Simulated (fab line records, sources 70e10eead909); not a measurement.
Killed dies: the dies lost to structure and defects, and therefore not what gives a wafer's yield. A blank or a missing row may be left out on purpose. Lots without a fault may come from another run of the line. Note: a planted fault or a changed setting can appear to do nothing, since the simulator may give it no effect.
Struck lot and sound lot, side by side    flow nandHarc    15 out of 1159 route steps
Sound: these wafers, L794.1, L794.5, L794.6. Wafers struck: L783.1, L783.3, L783.5. The cause is named last.
At each step with rows: each side's tool, then ch and its chambers, then its first start. Under that, the readings that differ: sound wafers    struck wafers    difference of the means    sigmas: that difference in standard deviations of wafers without a fault.
alike: words and numbers the same on both sides, and readings whose means are apart by under 2 such deviations; not compared: readings that were withheld, readings missing a value for some wafer, numbers with overlapping values and no deviation given by the record, and bounds like >300 which may hide the same value.
Wherever a step has rows on one side only, a row that says differs or no value, or a row with sigmas, the two part there. When numbers do not overlap yet have no deviation, they are printed without sigmas and do not part them. A reading that every wafer of one side lacks parts them only if that side has two wafers or more.

first, 1 step without rows for these wafers: NHARC_P_M0_DESCUM_14 (chemistry O2, time 3 s).
NHARC_P_M0_ETCH_34: etches the open film in N2/H2, target depth 40 nm, overetch 12 nm, time 43.94 s.
  sound on rieDiel-02 ch 0,3, day 10 04:13; struck on rieDiel-09 ch 0,2, day 8 03:13
reading    sound              struck             difference  sigmas
biasW (W)  150.1 149.1 148.9  150.1 150.9 150.1  +1.0        +2
  alike: drypumpMotorCurrentA, mfcArSccm, oesProductAu, rfVppV, showerheadPlenumPTorr, throttleValvePct
  not compared: rfHoursCounterH
NHARC_P_M0_ETCH_15: etches the open film in C4F8/Ar, target depth 150 nm, overetch 15 nm, time 82.5 s.
  sound on rieDiel-02 ch 1,2; struck on rieDiel-09 ch 0,2,3
  alike: biasW, oesProductAu, rfVppV
  not compared: rfHoursCounterH
NHARC_P_M0_CD_MEAS_16:
  sound on cdSem-03 at day 10 04:26; struck on cdSem-02 at day 8 03:25
  alike: cdNm
NHARC_P_M0_STRIP_18: strips in N2/H2.
  sound on rieDiel-09 ch 0,3, day 10 04:31; struck on rieDiel-06 ch 1,3, day 8 03:30
  alike: drypumpMotorCurrentA, mfcArSccm, oesProductAu, rfVppV, showerheadPlenumPTorr, throttleValvePct
  not compared: rfHoursCounterH
then, 2 steps without rows for these wafers: NHARC_P_M0_STRIP_19 (strips in post etch residue remover, time 600 s); NHARC_P_M0_DEGAS_28 (time 60 s).
NHARC_P_M0_PRE_CLEAN_29: time 30 s.
  sound on pvdSputter-03; struck on pvdSputter-01
  alike: heaterPowerW
NHARC_P_M0_PVD_20: deposits TaN, target thk 5 nm, time 8.06 s.
  sound on pvdSputter-03; struck on pvdSputter-01
  alike: throttleValvePct
then, 3 steps without rows for these wafers: NHARC_P_M0_PVD_21 (deposits Cu, target thk 30 nm, time 20.49 s); NHARC_P_M0_ECD_22 (material Cu, target thk 400 nm); NHARC_P_M0_ANNEAL_30 (time 90 s).
NHARC_P_M0_CMP_23: polishes, t overpolish 20 s, target thk 117.53 nm.
  sound on cmp-04 ch 0,1,2, day 10 06:12; struck on cmp-04 ch 1,3, day 8 05:08
  no value came back on the struck wafers for edgeZonePressureFrac, motorCurrentA (A), timeToEndpointS (s); on the sound wafers edgeZonePressureFrac reads 0.997 1.004 1.008
NHARC_P_M0_THK_MEAS_24: measures by xrf.
  sound on filmMetro-02 at day 10 06:28; struck on filmMetro-02 at day 8 05:28
reading     sound              struck             difference  sigmas
thkNm (nm)  116.3 116.2 119.0  402.5 400.7 402.2  +284.6      +99 or more
then, 1 step without rows for these wafers: NHARC_P_M0_SRD_25.

## WHERE THEY PART
At NHARC_P_M0_ETCH_34 first; at NHARC_P_M0_THK_MEAS_24 last (within this record only).

WHY: whatever the simulator had introduced
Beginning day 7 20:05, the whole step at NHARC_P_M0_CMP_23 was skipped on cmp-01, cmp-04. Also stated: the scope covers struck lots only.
